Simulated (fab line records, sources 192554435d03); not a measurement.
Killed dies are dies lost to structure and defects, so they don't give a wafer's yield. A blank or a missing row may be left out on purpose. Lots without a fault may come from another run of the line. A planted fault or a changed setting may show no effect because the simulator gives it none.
One fault seen from 2 desks | flow n5_finfet | each desk has only its own numbers; what lay behind them comes last

THE TOOL OWNER'S DESK: ald_sin-04
The tool's own readings at N5_MOL_CONTACT_COAG_ALD_133 (deposits SiO2, target thk 5 nm, pulse time 1 s, co reactant pulse time 1 s): means of the sampled wafers that have a number, for each lot that ran on this tool. A lot is out of limits, marked OUT, if its mean lies more than 4 standard deviations from the usual mean; the brackets give that distance.
Columns: A = heater_power_w at N5_MOL_CONTACT_COAG_ALD_133, usual 75 W; B = precursor_pulse_height_rel at N5_MOL_CONTACT_COAG_ALD_133, usual 1.001
lot  | first seen here | A  | B
L596 | day 7 02:02     | 72 | 1.012
L602 | day 8 15:39     | 73 | 0.990
L603 | day 8 18:47     | 60 | 0.992
L606 | day 9 08:43     | 76 | 1.014
This desk's finding: nothing out of limits on any of the 4 lots.

THE METROLOGY DESK
What the gauges read, lot by lot, whatever tool the lot ran on: means of the sampled wafers that have a number. A lot is out of limits, marked OUT, if its mean lies more than 4 standard deviations from the usual mean; the brackets give that distance. Of its 10 readings 7 are shown: those that lie furthest out on some lot.
Columns: A = IOFF_N at N5_BEOL_M4_RC_MEAS_101, usual 0.148 nA/um; B = IOFF_P at N5_BEOL_M4_RC_MEAS_101, usual 0.20 nA/um; C = ION_N at N5_BEOL_M4_RC_MEAS_101, usual 672 uA/um; D = ION_P at N5_BEOL_M4_RC_MEAS_101, usual 462 uA/um; E = SS_N at N5_BEOL_M4_RC_MEAS_101, usual 71.2 mV/dec; F = VT_N at N5_BEOL_M4_RC_MEAS_101, usual 251 mV; G = VT_P at N5_BEOL_M4_RC_MEAS_101, usual -251 mV
lot  | first seen here | A     | B    | C   | D   | E    | F   | G
L589 | day 7 15:10     | 0.138 | 0.16 | 670 | 454 | 71.1 | 252 | -257
L591 | day 8 00:16     | 0.158 | 0.21 | 681 | 468 | 71.8 | 251 | -248
L596 | day 9 10:25     | 0.181 | 0.25 | 688 | 475 | 71.7 | 247 | -244
L603 | day 11 04:51    | 0.138 | 0.21 | 672 | 464 | 70.6 | 250 | -250
L602 | day 11 07:08    | 0.199 | 0.28 | 671 | 465 | 72.7 | 248 | -244
L606 | day 12 00:12    | 0.114 | 0.15 | 648 | 439 | 70.8 | 260 | -257
L608 | day 12 09:55    | 0.148 | 0.18 | 679 | 456 | 71.3 | 251 | -254
L609 | day 12 19:14    | 0.174 | 0.18 | 672 | 452 | 71.9 | 250 | -253
L612 | day 13 22:43    | 0.157 | 0.20 | 684 | 470 | 70.7 | 247 | -248
This desk's finding: nothing out of limits on any of the 9 lots.

PUT TOGETHER
The tool owner's desk saw nothing out of limits.
The metrology desk saw nothing out of limits.

WHAT THE SIMULATOR HAD PUT IN
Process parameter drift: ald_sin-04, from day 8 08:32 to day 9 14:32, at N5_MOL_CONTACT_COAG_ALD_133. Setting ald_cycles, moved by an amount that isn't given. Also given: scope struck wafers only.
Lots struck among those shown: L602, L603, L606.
